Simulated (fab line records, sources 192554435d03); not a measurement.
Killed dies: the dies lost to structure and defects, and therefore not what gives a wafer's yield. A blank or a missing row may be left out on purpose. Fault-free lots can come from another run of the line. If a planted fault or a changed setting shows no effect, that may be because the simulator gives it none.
fab line records	flow n5Finfet
record lots=7	wafers=21
route steps=1938 shown FIN_SAQP@100 SPACER0@259 SD_EPI_N@288 SD_EPI_P@321 SDB@373 HKMG_FIN@392
startH: hours from the record's opening day to when the first of the lot's shown wafers began	waitH: hours elapsed since this lot's preceding step	" the same as in the row above	L1.1+2: a single row standing in for several wafers	- no value present, or no start provided	* or withheld: withheld	< > ~ a bound
route shown NAME@n: NAME is a module with steps in the file, n the number in the route of the first one	usual: mean/standard deviation taken from wafers without a fault	same: alike in all rows	chamber/n: place in a boat	sites: readings site by site	_std_site: standard deviation across them	_edge_site: mean of outer sites minus mean of inner sites	radiusMm: for every site, how far away it sits from the centre of the wafer	mask NAME#n: copy n	behind: the tool/chamber that last shaped the wafer	hold: reason for holding the lot/hours on hold/outcome of the hold	device: names the non-switching transistor (n, p or np)	end of line: the route-end tests of the same wafers	a step without rows: its recipe alone	killed: count of dies lost to structure and defects at first sort (not the wafer's yield)	map: per-die view of a wafer (x killed, . not killed, _ where there is no die)
set.NAME: the setting as run; set.NAME@STEP: as run at that earlier step	model.NAME: the simulator's own value behind a step, which no gauge read
lots whose settings were changed on purpose; a table a step, a row a wafer
## steps
# step N5_FIN_SAQP_PECVD_06
# recipe material=a-Si	targetThkA=600	tempC=400	precursor=SiH4/He	pressureTorr=3	rfW=100	timeS=48.1
lot.wafer	tool	chamber	startH	waitH	set.timeS	model.a-Si_of_FIN_SAQP_PECVD_06.thkNm
L078.3	pecvd-01	0	45.64	0.0	48.1	59.5
L078.4	"	2	"	"	48.1	60
L078.6	"	1	"	"	48.1	59.48
L084.1	pecvd-01	1	80.84	0.0	48.1	59.38
L084.3	"	0	"	"	48.1	59.24
L084.5	"	0	"	"	48.1	60.73
L085.2	pecvd-03	0	87.46	0.0	48.1	57.94
L085.3	"	2	"	"	45.06	54.89
L085.5	"	1	"	"	48.1	60.03
L087.1	pecvd-04	2	102.56	0.0	48.1	60.57
L087.2	"	0	"	"	48.1	59.92
L087.6	"	2	"	"	48.1	61.49
L091.1	pecvd-03	2	123.97	0.0	50.45	62.37
L091.3	"	1	"	"	48.1	59.38
L091.5	"	2	"	"	50.45	62.67
L096.1	pecvd-03	2	154.21	0.0	48.1	59.3
L096.4	"	0	"	"	48.1	59.89
L096.5	"	1	"	"	48.1	59.99
L097.1	pecvd-03	0	159.57	0.0	51.03	62.13
L097.2	"	2	"	"	51.03	61.94
L097.4	"	0	"	"	48.1	58.89
# step N5_FIN_SAQP_THK_MEAS_07
# usual thkNm=59.7/0.99
lot.wafer	tool	chamber	startH	waitH	set.timeS@FIN_SAQP_PECVD_06	thkNm
L078.3	filmMetro-02	-	45.73	0.1	48.1	59.5
L078.4	"	-	"	"	48.1	60.0
L078.6	"	-	"	"	48.1	59.4
L084.1	filmMetro-02	-	80.93	0.1	48.1	59.4
L084.3	"	-	"	"	48.1	59.3
L084.5	"	-	"	"	48.1	60.7
L085.2	filmMetro-02	-	87.55	0.1	48.1	57.9
L085.3	"	-	"	"	45.06	54.9
L085.5	"	-	"	"	48.1	60.0
L087.1	filmMetro-01	-	102.65	0.1	48.1	60.6
L087.2	"	-	"	"	48.1	60.0
L087.6	"	-	"	"	48.1	61.4
L091.1	filmMetro-02	-	124.06	0.1	50.45	62.3
L091.3	"	-	"	"	48.1	59.4
L091.5	"	-	"	"	50.45	62.6
L096.1	filmMetro-02	-	154.30	0.1	48.1	59.3
L096.4	"	-	"	"	48.1	59.9
L096.5	"	-	"	"	48.1	60.0
L097.1	filmMetro-02	-	159.65	0.1	51.03	62.2
L097.2	"	-	"	"	51.03	62.0
L097.4	"	-	"	"	48.1	58.9
# step N5_FIN_SAQP_HM_DEP_72
# recipe material=SiO2	targetThkA=120	tempC=400	precursor=SiH4/N2O	pressureTorr=0.75	rfW=275	timeS=7.2
# step N5_FIN_SAQP_COAT_49
# recipe resist=SOC	tempC=250	timeS=60	spinRpm=1500	resistThkNm=100
# step N5_FIN_SAQP_ETCH_52
# recipe chemistry=N2/H2	target=SOC	targetDepthA=1000	overetchA=200	maskMaterial=SiARC	tempC=40	timeS=150	ionEnergyEv=200	pressureMtorr=30	sourceW=840	biasW=150	n2FlowSccm=200	h2FlowSccm=200	ends=endPoint
# step N5_FIN_SAQP_STRIP_53
# recipe chemistry=N2/H2	tempC=40	n2FlowSccm=200	h2FlowSccm=200	rfFrequencyHz=6e+07
# step N5_FIN_SAQP_HM_OPEN_73
# recipe chemistry=CHF3/O2	target=SiO2	stopOn=a-Si	targetDepthA=120	overEtchFrac=1.8	maskMaterial=SOC	timeS=16.8	pressureMtorr=30	sourceW=650	biasW=170	Ar_flow_sccm=200	CHF3_flow_sccm=50	O2_flow_sccm=5	ionEnergyEv=200	ends=endPoint
lot.wafer	tool	chamber	startH	waitH	set.timeS@FIN_SAQP_PECVD_06	model.a-Si_of_FIN_SAQP_PECVD_06.thkNm
L078.3	rieDiel-04	0	46.59	0.0	48.1	59.38
L078.4	"	1	"	"	48.1	60
L078.6	"	0	"	"	48.1	59.37
L084.1	rieDiel-04	3	81.58	0.0	48.1	59.34
L084.3	"	2	"	"	48.1	59.2
L084.5	"	0	"	"	48.1	60.61
L085.2	rieDiel-06	3	88.24	0.0	48.1	57.94
L085.3	"	0	"	"	45.06	54.89
L085.5	"	3	"	"	48.1	60.03
L087.1	rieDiel-05	1	103.52	0.0	48.1	60.56
L087.2	"	3	"	"	48.1	59.89
L087.6	"	2	"	"	48.1	61.42
L091.1	rieDiel-04	0	124.96	0.0	50.45	62.25
L091.3	"	1	"	"	48.1	59.38
L091.5	"	3	"	"	50.45	62.63
L096.1	rieDiel-06	1	155.25	0.0	48.1	59.24
L096.4	"	0	"	"	48.1	59.89
L096.5	"	0	"	"	48.1	59.99
L097.1	rieDiel-04	0	160.48	0.0	51.03	62.01
L097.2	"	3	"	"	51.03	61.89
L097.4	"	1	"	"	48.1	58.89
# step N5_FIN_SAQP_STRIP_74
# recipe chemistry=CHF3/O2	resist=SiARC	rfFrequencyHz=6e+07
# step N5_FIN_SAQP_MANDREL_ETCH_22
# recipe targetDepthA=600	chemistry=HBr/Cl2	target=a-Si	stopOn=SiNx	btTimeS=10	overEtchFrac=0.5	timeS=30	pressureMtorr=10	icpW=800	biasW=75	HBr_flow_sccm=150	Cl2_flow_sccm=80	ends=endPoint
lot.wafer	tool	chamber	startH	waitH	set.timeS@FIN_SAQP_PECVD_06	model.etch.depthNm
L078.3	rieSi-02	3	46.68	0.0	48.1	59.38
L078.4	"	1	"	"	48.1	60
L078.6	"	3	"	"	48.1	59.37
L084.1	rieSi-02	2	81.67	0.0	48.1	59.34
L084.3	"	0	"	"	48.1	59.2
L084.5	"	0	"	"	48.1	60.61
L085.2	rieSi-04	3	88.33	0.0	48.1	57.94
L085.3	"	0	"	"	45.06	54.89
L085.5	"	1	"	"	48.1	60.03
L087.1	rieSi-01	1	103.61	0.0	48.1	60.56
L087.2	"	0	"	"	48.1	59.89
L087.6	"	0	"	"	48.1	61.42
L091.1	rieSi-01	2	125.04	0.0	50.45	62.25
L091.3	"	0	"	"	48.1	59.38
L091.5	"	0	"	"	50.45	62.63
L096.1	rieSi-04	3	155.36	0.0	48.1	59.24
L096.4	"	1	"	"	48.1	59.89
L096.5	"	0	"	"	48.1	59.99
L097.1	rieSi-02	2	160.57	0.0	51.03	62.01
L097.2	"	1	"	"	51.03	61.89
L097.4	"	0	"	"	48.1	58.89
# step N5_FIN_SAQP_STRIP_55
# recipe chemistry=N2/H2	powerW=500	tempC=40	pressureMtorr=50	rfFrequencyHz=6e+07	overashFraction=0.3	biasPowerW=28	h2Frac=0.5	n2FlowSccm=300	h2FlowSccm=300
# step N5_FIN_SAQP_STRIP_23
# recipe chemistry=SPM	timeS=750	tempC=130	h2so4H2o2VolRatio=4
# step N5_FIN_SAQP_SRD_66
# recipe dry=ipaMarangoni	timeS=30	tempC=23	rinseLiquid=diw
# step N5_FIN_SAQP_RECESS_75
# recipe chemistry=HF/NH3	target=SiO2	targetDepthA=144	afsCycles=3	tempC=30	sublimationTempC=180	sublimationTimeS=60
# step N5_FIN_SAQP_SPACER1_ALD_24
# recipe material=SiO2	targetThkA=203	tempC=300	aldPrecursorFamily=BDEAS	aldCoReactant=O2-plasma	pulseTimeS=1	purgeTimeS=2	coReactantPurgeTimeS=2	aldCycles=218	pressureTorr=2
lot.wafer	tool	chamber	startH	waitH	set.timeS@FIN_SAQP_PECVD_06	model.a-Si_of_FIN_SAQP_PECVD_06.thkNm
L078.3+6	aldSin-03	1,2	47.64	0.3	48.1	59.2
L078.4	"	0	"	"	48.1	59.8
L084.1	aldSin-02	0	82.52	0.3	48.1	59.2
L084.3	"	3	"	"	48.1	59
L084.5	"	1	"	"	48.1	60.4
L085.2	aldSin-01	1	89.20	0.3	48.1	57.8
L085.3	"	0	"	"	45.06	54.8
L085.5	"	3	"	"	48.1	59.8
L087.1	aldSin-01	2	104.56	0.4	48.1	60.4
L087.2	"	3	"	"	48.1	59.8
L087.6	"	1	"	"	48.1	61.2
L091.1	aldSin-02	2	126.26	0.6	50.45	62
L091.3	"	3	"	"	48.1	59.2
L091.5	"	0	"	"	50.45	62.4
L096.1	aldSin-02	2	156.17	0.3	48.1	59
L096.4+5	"	0,1	"	"	48.1	59.8
L097.1+2	aldSin-02	1,0	161.37	0.3	51.03	61.8
L097.4	"	3	"	"	48.1	58.8
# step N5_FIN_SAQP_SPACER1_ETCHBACK_25
# recipe chemistry=CHF3/O2	mode=anisotropicEtchback	target=SiO2	targetDepthA=244	timeS=12.2	pressureMtorr=30	sourceW=650	biasW=170	Ar_flow_sccm=200	CHF3_flow_sccm=50	O2_flow_sccm=5	ionEnergyEv=200
# step N5_FIN_SAQP_MANDREL1_REMOVE_56
# recipe chemistry=HBr/Cl2/O2	btTimeS=10	target=a-Si	stopOn=SiNx	endpoint=OES-SiCl	overEtchFrac=1	icpW=600	biasW=22	HBr_flow_sccm=150	Cl2_flow_sccm=80	O2_flow_sccm=5	pressureMtorr=10
# step N5_FIN_SAQP_MANDREL2_REMOVE_60
# recipe chemistry=HBr/Cl2/O2	btTimeS=10	target=a-Si	stopOn=SiNx	endpoint=OES-SiCl	overEtchFrac=1	icpW=600	biasW=22	HBr_flow_sccm=150	Cl2_flow_sccm=80	O2_flow_sccm=5	pressureMtorr=10
# step N5_FIN_SAQP_HM_OPEN_33
# recipe chemistry=CH3F/O2	target=SiNx	maskMaterial=SiO2	targetDepthA=494	timeS=70.6	pressureMtorr=30	sourceW=395	biasW=73	Ar_flow_sccm=150	CH3F_flow_sccm=30	O2_flow_sccm=20	ionEnergyEv=120	ends=cleared
# usual etchRfOnTimeS=68.5/1.6
lot.wafer	tool	chamber	startH	waitH	set.timeS@FIN_SAQP_HM_DEP_03	etchRfOnTimeS	model.etch.depthNm
L078.3	rieDiel-06	2	50.40	0.0	37.3	75.4	40.57
L078.4	"	0	"	"	37.3	76.8	41.15
L078.6	"	1	"	"	33.6	67.1	37.08
L084.1	rieDiel-04	2	85.06	0.0	28.74	57.4	31.58
L084.3	"	1	"	"	33.6	67.5	36.03
L084.5	"	2	"	"	33.6	65.3	36.32
L085.2	rieDiel-06	2	92.23	0.1	36.2	74.4	40.09
L085.3	"	1	"	"	33.6	64.8	36.28
L085.5	"	2	"	"	33.6	69.8	37.64
L087.1	rieDiel-05	1	107.86	0.1	33.6	65.6	36.05
L087.2	"	2	"	"	33.6	68.5	37.65
L087.6	"	3	"	"	33.6	70.9	37.76
L091.1	rieDiel-06	3	128.80	0.0	37.86	77.5	42.14
L091.3	"	1	"	"	37.86	74.7	42.57
L091.5	"	2	"	"	33.6	70.8	38.03
L096.1	rieDiel-04	3	159.03	0.1	33.6	66.4	36.76
L096.4	"	0	"	"	33.6	68.5	36.96
L096.5	"	1	"	"	33.6	69.7	36.69
L097.1	rieDiel-04	3	164.20	0.1	33.6	67.4	37.58
L097.2	"	0	"	"	33.6	70.2	37.81
L097.4	"	2	"	"	33.6	67.8	37.54
# step N5_FIN_SAQP_ETCH_34
# recipe chemistry=C4F6/O2	target=SiO2	targetDepthA=450	timeS=15	ionEnergyEv=250	pressureMtorr=30	sourceW=345	biasW=185	Ar_flow_sccm=300	C4F6_flow_sccm=10	O2_flow_sccm=10	ends=cleared
# step N5_FIN_SAQP_STRIP_77
# recipe chemistry=N2/H2	timeS=90	powerW=100	tempC=40	pressureMtorr=100	rfFrequencyHz=6e+07	biasPowerW=3	n2FlowSccm=300	h2FlowSccm=300
# step N5_FIN_SAQP_ETCH_64
# recipe chemistry=CF4	target=SiO2	targetDepthA=15	ionEnergyEv=350	pressureMtorr=10	icpW=800	biasW=400	cf4FlowSccm=80
# step N5_FIN_SAQP_FIN_ETCH_36
# recipe chemistry=HBr/Cl2/O2	targetDepthA=1200	maskMaterial=SiNx	timeS=50.4	biasW=102	pressureMtorr=10	icpW=800	HBr_flow_sccm=150	Cl2_flow_sccm=80	O2_flow_sccm=12
lot.wafer	tool	chamber	startH	waitH	set.timeS@FIN_SAQP_HM_DEP_03	model.SiNx_of_FIN_SAQP_HM_DEP_03.thkNm
L078.3	rieSi-01	1	50.69	0.0	37.3	24.4
L078.4	"	0	"	"	37.3	24.6
L078.6	"	1	"	"	33.6	20.8
L084.1	rieSi-02	2	85.35	0.0	28.74	15.8
L084.3	"	3	"	"	33.6	19.6
L084.5	"	2	"	"	33.6	20.6
L085.2	rieSi-01	3	92.51	0.0	36.2	24
L085.3	"	2	"	"	33.6	21
L085.5	"	3	"	"	33.6	21.6
L087.1	rieSi-04	1	108.14	0.0	33.6	20
L087.2	"	0	"	"	33.6	21.8
L087.6	"	0	"	"	33.6	22
L091.1+3	rieSi-02	3,0	129.09	0.0	37.86	25.6
L091.5	"	0	"	"	33.6	21.2
L096.1	rieSi-01	0	159.31	0.0	33.6	20.4
L096.4	"	1	"	"	33.6	20.6
L096.5	"	0	"	"	33.6	20.2
L097.1	rieSi-02	3	164.48	0.0	33.6	21
L097.2	"	0	"	"	33.6	20.8
L097.4	"	1	"	"	33.6	21.2
# step N5_FIN_SAQP_PRECLEAN_38
# recipe chemistry=O3/DIW	timeS=45	tempC=22	o3Ppm=10
# step N5_FIN_SAQP_PRECLEAN_45
# recipe chemistry=dHF	timeS=10	dilution=500:1	tempC=25
lot.wafer	tool	chamber	startH	waitH	set.timeS@FIN_SAQP_HM_DEP_03	model.SiNx_of_FIN_SAQP_HM_DEP_03.thkNm
L078.3+4	wetBench-04	5,3	50.89	0.0	37.3	24.4
L078.6	"	4	"	"	33.6	20.8
L084.1	wetBench-04	5	85.52	0.0	28.74	15.8
L084.3	"	2	"	"	33.6	19.6
L084.5	"	3	"	"	33.6	20.6
L085.2	wetBench-06	6	92.69	0.0	36.2	23.8
L085.3	"	0	"	"	33.6	21
L085.5	"	4	"	"	33.6	21.6
L087.1	wetBench-06	6	108.32	0.0	33.6	20
L087.2+6	"	4,7	"	"	33.6	21.8
L091.1	wetBench-01	3	129.26	0.0	37.86	25.4
L091.3	"	1	"	"	37.86	25.6
L091.5	"	2	"	"	33.6	21
L096.1	wetBench-01	4	159.49	0.0	33.6	20.4
L096.4	"	2	"	"	33.6	20.6
L096.5	"	7	"	"	33.6	20.2
L097.1	wetBench-04	4	164.67	0.0	33.6	20.8
L097.2	"	5	"	"	33.6	20.6
L097.4	"	6	"	"	33.6	21
# step N5_SPACER0_ALD_00
# recipe material=SiOCN	targetThkA=35	tempC=400	aldPrecursorFamily=alkyl-aminosilane	aldCoReactant=O2/N2-plasma	pulseTimeS=3	purgeTimeS=2	coReactantPurgeTimeS=2	aldCycles=58	pressureTorr=2
lot.wafer	tool	chamber	startH	waitH	set.aldCycles	model.SiOCN_of_SPACER0_ALD_00.thkNm
L078.3	aldSin-01	0	71.53	0.1	58	3.6
L078.4+6	"	3,0	"	"	53	3.2
L084.1+3+5	aldSin-04	0,2,0	114.18	0.1	49	3
L085.2+3	aldSin-04	3,1	115.90	0.1	55	3.4
L085.5	"	3	"	"	55	3.2
L087.1+2+6	aldSin-01	1,3,3	132.41	0.1	58	3.4
L091.1+5	aldSin-03	1	155.11	0.2	58	3.4
L091.3	"	1	"	"	58	3.6
L096.1	aldSin-03	3	180.04	0.1	66	4
L096.4+5	"	2,3	"	"	58	3.6
L097.1+2+4	aldSin-04	2,0,3	187.89	0.1	58	3.6
# step N5_SD_EPI_N_EPI_21
# recipe material=Si:P	dopant=P	tempC=680	pressureTorr=255	timeS=690
lot.wafer	tool	chamber	startH	waitH	set.tempC	model.Si-P_of_SD_EPI_N_EPI_21.thkNm
L078.3	epiRpcvd-03	0	74.67	0.7	681.8	62.4
L078.4	"	0	"	"	681.8	62.2
L078.6	"	0	"	"	681.8	61.8
L084.1	epiRpcvd-04	0	116.94	0.2	680	58.6
L084.3	"	0	"	"	680	58.2
L084.5	"	0	"	"	681.5	60
L085.2	epiRpcvd-01	0	118.65	0.4	678.4	56.4
L085.3	"	0	"	"	678.4	56.2
L085.5	"	0	"	"	680	58.2
L087.1	epiRpcvd-04	0	135.32	0.1	680	57.4
L087.2	"	0	"	"	680	58
L087.6	"	0	136.72	1.4	680	57.6
L091.1	epiRpcvd-04	0	159.71	0.1	681.5	60.2
L091.3	"	0	"	"	680	58.2
L091.5	"	0	"	"	680	58.4
L096.1	epiRpcvd-03	0	183.05	0.3	680	59.6
L096.4	"	0	184.54	1.6	680	59.2
L096.5	"	0	"	"	680	58.8
L097.1	epiRpcvd-03	0	190.70	0.2	680	59.8
L097.2+4	"	0	"	"	680	60.4
# step N5_SD_EPI_N_PRECLEAN_24
# recipe chemistry=O3/DIW	timeS=60	tempC=22	o3Ppm=10
# step N5_SD_EPI_P_EPI_21
# recipe material=SiGe:B	dopant=B	tempC=550	pressureTorr=20	ambient=H2	timeS=355
# step N5_SD_EPI_P_HM_STRIP_48
# recipe chemistry=H3PO4	tempC=160	material=SiNx	target=SiNx	targetDepthA=30	overetchFraction=0.3
lot.wafer	tool	chamber	startH	waitH	set.tempC@SD_EPI_N_EPI_21	model.Si-P_of_SD_EPI_N_EPI_21.thkNm
L078.3+4	wetBench-05	6,1	80.45	0.0	681.8	61.6
L078.6	"	3	"	"	681.8	61.2
L084.1	wetBench-03	6	124.21	0.0	680	58
L084.3	"	1	"	"	680	57.6
L084.5	"	7	"	"	681.5	59.4
L085.2	wetBench-02	6	125.06	0.0	678.4	55.8
L085.3	"	7	"	"	678.4	55.6
L085.5	"	0	"	"	680	57.6
L087.1	wetBench-05	3	141.70	0.0	680	56.8
L087.2	"	4	"	"	680	57.4
L087.6	"	5	"	"	680	57
L091.1	wetBench-02	6	166.05	0.0	681.5	59.6
L091.3+5	"	1,5	"	"	680	57.6
L096.1	wetBench-05	1	190.64	0.0	680	58.8
L096.4	"	4	"	"	680	58.6
L096.5	"	0	"	"	680	58
L097.1	wetBench-02	3	198.51	0.0	680	59
L097.2	"	0	"	"	680	59.8
L097.4	"	2	"	"	680	59.6
# step N5_SDB_ALD_29
# recipe material=SiNx	targetThkA=300	tempC=400	aldPrecursorFamily=SiH2I2	aldCoReactant=N2/H2-plasma	pulseTimeS=1	aldCycles=600	purgeTimeS=2	coReactantPurgeTimeS=2	pressureTorr=2
lot.wafer	tool	chamber	startH	waitH	set.aldCycles	model.SiNx_of_SDB_ALD_29.thkNm
L078.3+6	aldSin-02	2,1	88.86	0.0	600	30.2
L078.4	"	1	"	"	515	25.8
L084.1	aldSin-02	1	133.07	0.0	600	30
L084.3	"	2	"	"	600	30.2
L084.5	"	2	134.42	1.4	522	26.4
L085.2	aldSin-04	1	133.47	0.0	694	34.6
L085.3	"	0	"	"	600	29.8
L085.5	"	3	134.82	1.4	694	34.8
L087.1+6	aldSin-04	0	150.93	0.0	600	29.8
L087.2	"	3	"	"	600	30
L091.1+5	aldSin-04	3	175.05	0.5	551	27.6
L091.3	"	0	"	"	551	27.4
L096.1	aldSin-01	3	199.89	0.0	685	34.4
L096.4	"	0	"	"	685	34.8
L096.5	"	1	201.24	1.4	600	30.2
L097.1	aldSin-04	2	208.74	0.7	600	30.2
L097.2	"	3	"	"	600	30
L097.4	"	1	"	"	689	34.4
# step N5_HKMG_FIN_COAT_43
# recipe resist=CAR-ArF	spinRpm=1500	resistThkNm=90
lot.wafer	tool	chamber	startH	waitH	set.spinRpm	model.CAR-ArF_of_HKMG_FIN_COAT_43.thkNm
L078.3	lithoTrack-03	0	-	-	1380	93.6
L078.4	"	0	"	"	1380	93.8
L078.6	"	0	"	"	1500	89.8
L084.1+3	lithoTrack-04	0	-	-	1500	90.6
L084.5	"	0	"	"	1500	90.4
L085.2	lithoTrack-04	0	-	-	1500	90.2
L085.3+5	"	0	"	"	1640	86.2
L087.1+6	lithoTrack-04	0	-	-	1500	90
L087.2	"	0	"	"	1500	89.8
L091.1	lithoTrack-03	0	-	-	1500	90.6
L091.3+5	"	0	"	"	1500	90.8
L096.1	lithoTrack-04	0	-	-	1500	90.2
L096.4	"	0	"	"	1644	86.6
L096.5	"	0	"	"	1644	86.4
L097.1+2+4	lithoTrack-04	0	-	-	1500	89.8
## key
split step=N5_FIN_SAQP_PECVD_06	setting=timeS	stated=48.1	by=wafer
response step=N5_FIN_SAQP_PECVD_06	reading=model.a-Si_of_FIN_SAQP_PECVD_06.thkNm	change=+0.598	per=1%	r=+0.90
response step=N5_FIN_SAQP_THK_MEAS_07	reading=thkNm	change=*	per=1%	r=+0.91
response step=N5_FIN_SAQP_HM_OPEN_73	reading=model.a-Si_of_FIN_SAQP_PECVD_06.thkNm	change=+0.59	per=1%	r=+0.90
response step=N5_FIN_SAQP_MANDREL_ETCH_22	reading=model.etch.depthNm	change=+0.59	per=1%	r=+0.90
response step=N5_FIN_SAQP_SPACER1_ALD_24	reading=model.a-Si_of_FIN_SAQP_PECVD_06.thkNm	change=+0.577	per=1%	r=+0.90
split step=N5_SPACER0_ALD_00	setting=aldCycles	stated=58	by=wafer
response step=N5_SPACER0_ALD_00	reading=model.SiOCN_of_SPACER0_ALD_00.thkNm	change=+0.0339	per=1%	r=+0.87
split step=N5_SD_EPI_N_EPI_21	setting=tempC	stated=680	by=wafer
response step=N5_SD_EPI_N_EPI_21	reading=model.Si-P_of_SD_EPI_N_EPI_21.thkNm	change=+7.98	per=1%	r=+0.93
response step=N5_SD_EPI_P_HM_STRIP_48	reading=model.Si-P_of_SD_EPI_N_EPI_21.thkNm	change=+8.13	per=1%	r=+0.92
split step=N5_SDB_ALD_29	setting=aldCycles	stated=600	by=wafer
response step=N5_SDB_ALD_29	reading=model.SiNx_of_SDB_ALD_29.thkNm	change=+0.302	per=1%	r=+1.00
split step=N5_HKMG_FIN_COAT_43	setting=spinRpm	stated=1500	by=wafer
response step=N5_HKMG_FIN_COAT_43	reading=model.CAR-ArF_of_HKMG_FIN_COAT_43.thkNm	change=-0.428	per=1%	r=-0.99
split outsideThisFile step=N5_FIN_SAQP_HM_DEP_03 setting=timeS
# split outsideThisFile: this setting was split too, and the file shows its column; the key of that split is in another file
